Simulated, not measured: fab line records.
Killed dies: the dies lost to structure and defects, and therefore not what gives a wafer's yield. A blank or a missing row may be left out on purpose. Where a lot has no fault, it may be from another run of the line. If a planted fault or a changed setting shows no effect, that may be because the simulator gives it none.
Chamber matching -- flow n5_finfet -- N5_BEOL_M6_DEP_56 on pecvd-02: 3 sister chambers
The step deposits SiCN from 3MS/NH3, target thk 10 nm, time 17.5 s. 22 wafers are shown with their chamber, then 11 later ones without.

WAFERS, EACH WITH ITS CHAMBER
wafer,chamber,throttle_valve_pct (%),showerhead_plenum_p_Torr (Torr)
L077.1,2,8.3,3.659
L077.2,1,9.2,3.669
L077.3,0,9.0,3.661
L079.1,2,8.4,3.683
L079.3,1,9.4,3.668
L079.5,2,8.3,3.657
L081.2,2,8.4,3.661
L081.3,0,9.2,3.657
L081.4,0,9.0,3.663
L082.3,0,8.7,3.654
L082.4,2,8.6,3.665
L082.6,1,9.6,3.668
L085.3,2,8.7,3.669
L085.5,1,9.5,3.665
L085.6,0,8.9,3.663
L090.1,0,9.2,3.664
L090.4,2,8.5,3.676
L090.5,0,9.1,3.664
L093.1,0,9.2,3.664
L093.2,1,9.6,3.660
L093.3,2,8.3,3.662
L093.4,1,9.3,3.667

SIGNATURES, as means of the wafers listed above
reading,chamber 0,chamber 1,chamber 2,scatter within a chamber
throttle_valve_pct,9.037,9.433,8.438,0.164
showerhead_plenum_p_Torr,3.66125,3.66617,3.66650,0.00617
Rule: a wafer's distance from a chamber is the root of the sum, over the readings, of the square of ((its reading less the chamber's mean) divided by the reading's scatter). If the next closest chamber is less than 2 further off than the closest, the wafer can't be placed; otherwise it belongs to the closest. How the scatter is found: for the shown wafers, subtract from each reading the mean of its chamber, square and add these, divide the total by (wafers less chambers), then take the root.

WAFERS WITH NO CHAMBER GIVEN
wafer,throttle_valve_pct (%),showerhead_plenum_p_Torr (Torr)
L093.5,9.2,3.655
L093.6,8.5,3.665
L094.1,9.6,3.659
L094.2,9.0,3.655
L094.3,8.3,3.669
L094.4,8.5,3.680
L094.5,9.6,3.666
L094.6,9.0,3.663
L096.3,8.9,3.665
L096.4,9.2,3.659
L096.5,9.5,3.654

CHAMBER TAKEN BY EACH
wafer,from the rows above,in truth
L093.5,can't be placed: 0 or 1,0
L093.6,2,2
L094.1,can't be placed: 1 or 0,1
L094.2,0,0
L094.3,2,2
L094.4,2,2
L094.5,1,1
L094.6,0,0
L096.3,can't be placed: 0 or 2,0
L096.4,can't be placed: 0 or 1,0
L096.5,can't be placed: 1 or 0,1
Correct placement for 6 of the 11. Cannot be placed on the basis of these rows: 5; the candidates contain the true chamber in 5. Placed wrongly: 0.
